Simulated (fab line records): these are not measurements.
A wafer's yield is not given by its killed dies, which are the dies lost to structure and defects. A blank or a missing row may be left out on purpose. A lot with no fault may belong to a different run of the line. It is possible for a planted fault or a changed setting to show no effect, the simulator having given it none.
Split-lot trial :: flow n5Finfet :: route with 1938 steps; 7 lots, 21 wafers read

## THE SPLIT
At N5_BEOL_M10_COAT_60 (time 60 s, resist thk 30 nm), the setting spinRpm was moved away from the recipe's 1500 rpm on 5 of the 21 wafers read, by -11.1% to +3.7%. The other wafers ran this setting at the recipe's value.

## FROM THE SPLIT TO THE READING: what the file shows between them, 3 steps
- N5_BEOL_M10_COAT_05: resist thk 90 nm
- N5_BEOL_M10_EBR_07
- N5_BEOL_M10_DESCUM_16: chemistry O2, time 7.9 s

## THE READING
CAR-ArF_of_BEOL_M10_COAT_05.thkNm (the simulator's own value, which no gauge read), in nm, at N5_BEOL_M10_ETCH_61 (etches SiARC in CF4, target depth 39 nm, time 65 s). There is no usual value for it anywhere in the file. Across the 16 wafers here that went through the recipe, the average is 55.8 nm and the standard deviation 0.27 nm.

wafer: L078.1
tool, chamber at the split: lithoTrack-01, 0
spinRpm as run, rpm: 1500
against the recipe: recipe
CAR-ArF_of_BEOL_M10_COAT_05.thkNm, nm: 56
against lot-mates on the recipe: -

wafer: L078.2
tool, chamber at the split: lithoTrack-01, 0
spinRpm as run, rpm: 1500
against the recipe: recipe
CAR-ArF_of_BEOL_M10_COAT_05.thkNm, nm: 55.8
against lot-mates on the recipe: -

wafer: L078.3
tool, chamber at the split: lithoTrack-01, 0
spinRpm as run, rpm: 1500
against the recipe: recipe
CAR-ArF_of_BEOL_M10_COAT_05.thkNm, nm: 55.6
against lot-mates on the recipe: -

wafer: L081.1
tool, chamber at the split: lithoTrack-02, 0
spinRpm as run, rpm: 1426
against the recipe: -4.9%
CAR-ArF_of_BEOL_M10_COAT_05.thkNm, nm: 55.2
against lot-mates on the recipe: -0.9

wafer: L081.4
tool, chamber at the split: lithoTrack-02, 0
spinRpm as run, rpm: 1500
against the recipe: recipe
CAR-ArF_of_BEOL_M10_COAT_05.thkNm, nm: 56
against lot-mates on the recipe: -

wafer: L081.5
tool, chamber at the split: lithoTrack-02, 0
spinRpm as run, rpm: 1500
against the recipe: recipe
CAR-ArF_of_BEOL_M10_COAT_05.thkNm, nm: 56.2
against lot-mates on the recipe: -

wafer: L083.3
tool, chamber at the split: lithoTrack-04, 0
spinRpm as run, rpm: 1500
against the recipe: recipe
CAR-ArF_of_BEOL_M10_COAT_05.thkNm, nm: 55.2
against lot-mates on the recipe: -

wafer: L083.4
tool, chamber at the split: lithoTrack-04, 0
spinRpm as run, rpm: 1555
against the recipe: +3.7%
CAR-ArF_of_BEOL_M10_COAT_05.thkNm, nm: 55.8
against lot-mates on the recipe: +0.6

wafer: L083.6
tool, chamber at the split: lithoTrack-04, 0
spinRpm as run, rpm: 1555
against the recipe: +3.7%
CAR-ArF_of_BEOL_M10_COAT_05.thkNm, nm: 56.2
against lot-mates on the recipe: +1.0

wafer: L082.1
tool, chamber at the split: lithoTrack-02, 0
spinRpm as run, rpm: 1500
against the recipe: recipe
CAR-ArF_of_BEOL_M10_COAT_05.thkNm, nm: 56.2
against lot-mates on the recipe: -

wafer: L082.2
tool, chamber at the split: lithoTrack-02, 0
spinRpm as run, rpm: 1500
against the recipe: recipe
CAR-ArF_of_BEOL_M10_COAT_05.thkNm, nm: 55.8
against lot-mates on the recipe: -

wafer: L082.3
tool, chamber at the split: lithoTrack-02, 0
spinRpm as run, rpm: 1500
against the recipe: recipe
CAR-ArF_of_BEOL_M10_COAT_05.thkNm, nm: 56
against lot-mates on the recipe: -

wafer: L090.1
tool, chamber at the split: lithoTrack-01, 0
spinRpm as run, rpm: 1500
against the recipe: recipe
CAR-ArF_of_BEOL_M10_COAT_05.thkNm, nm: 55.6
against lot-mates on the recipe: -

wafer: L090.3
tool, chamber at the split: lithoTrack-01, 0
spinRpm as run, rpm: 1552
against the recipe: +3.5%
CAR-ArF_of_BEOL_M10_COAT_05.thkNm, nm: 56.2
against lot-mates on the recipe: +0.6

wafer: L090.6
tool, chamber at the split: lithoTrack-01, 0
spinRpm as run, rpm: 1500
against the recipe: recipe
CAR-ArF_of_BEOL_M10_COAT_05.thkNm, nm: 55.6
against lot-mates on the recipe: -

wafer: L093.1
tool, chamber at the split: lithoTrack-01, 0
spinRpm as run, rpm: 1500
against the recipe: recipe
CAR-ArF_of_BEOL_M10_COAT_05.thkNm, nm: 55.8
against lot-mates on the recipe: -

wafer: L093.4
tool, chamber at the split: lithoTrack-01, 0
spinRpm as run, rpm: 1333
against the recipe: -11.1%
CAR-ArF_of_BEOL_M10_COAT_05.thkNm, nm: 54
against lot-mates on the recipe: -1.9

wafer: L093.6
tool, chamber at the split: lithoTrack-01, 0
spinRpm as run, rpm: 1500
against the recipe: recipe
CAR-ArF_of_BEOL_M10_COAT_05.thkNm, nm: 56
against lot-mates on the recipe: -

wafer: L095.2
tool, chamber at the split: lithoTrack-04, 0
spinRpm as run, rpm: 1500
against the recipe: recipe
CAR-ArF_of_BEOL_M10_COAT_05.thkNm, nm: 55.6
against lot-mates on the recipe: -

wafer: L095.3
tool, chamber at the split: lithoTrack-04, 0
spinRpm as run, rpm: 1500
against the recipe: recipe
CAR-ArF_of_BEOL_M10_COAT_05.thkNm, nm: 55.6
against lot-mates on the recipe: -

wafer: L095.5
tool, chamber at the split: lithoTrack-04, 0
spinRpm as run, rpm: 1500
against the recipe: recipe
CAR-ArF_of_BEOL_M10_COAT_05.thkNm, nm: 55.4
against lot-mates on the recipe: -

FIT RESULTS
A straight line over all 21 wafers: CAR-ArF_of_BEOL_M10_COAT_05.thkNm changes by +0.136 nm for each +1% of spinRpm; r = +0.84; the points scatter about the line by 0.28 nm.
The same after taking each lot's own level away (the mean of its wafers on the recipe; 21 wafers): +0.18 nm for each +1%; r = +0.97; scatter 0.14 nm.
Per that fit: largest spinRpm move, reading shift of 2 nm.
The lots' own levels span 55.20 to 56.10 nm, that is 3.3 times the standard deviation above.
Thus the slope moves with the lot-to-lot level: the two fits are different.
Check: for one of the wafers moved furthest among these (-11.1%), held out of the fit, the line's prediction against its lot-mates is -2.16 nm. Against them it came out at -1.9 nm.

## THESE WAFERS: OTHER SPLITS
These wafers also went through other splits before the reading. Each is held against what the fit with the lots' levels taken away leaves over:
other split on the same wafers: N5_BEOL_M9_TRENCH_ETCH_37 timeS
wafers away from the commonest value: 7
r with CAR-ArF_of_BEOL_M10_COAT_05.thkNm (lot level and that fit taken away): +0.25

## THE WHOLE CHAIN: every reading that the file lists as answering this split, in the file's order
step: N5_BEOL_M10_COAT_60
what it does: time 60 s, resist thk 30 nm
reading: SiARC_of_BEOL_M10_COAT_60.thkNm (the simulator's own value, which no gauge read)
change (the file's fit): -0.159 nm for each +1% of the setting
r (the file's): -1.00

step: N5_BEOL_M10_ETCH_61
what it does: etches SiARC in CF4, target depth 39 nm, time 65 s
reading: etch.depthNm (the simulator's own value, which no gauge read)
change (the file's fit): -0.161 nm for each +1% of the setting
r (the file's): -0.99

step: N5_BEOL_M10_ETCH_61
what it does: etches SiARC in CF4, target depth 39 nm, time 65 s
reading: CAR-ArF_of_BEOL_M10_COAT_05.thkNm (the simulator's own value, which no gauge read)
change (the file's fit): +0.176 nm for each +1% of the setting
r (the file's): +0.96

## THE FILE'S OWN FIT
CAR-ArF_of_BEOL_M10_COAT_05.thkNm changes by +0.176 nm for each +1% of spinRpm, r = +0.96.
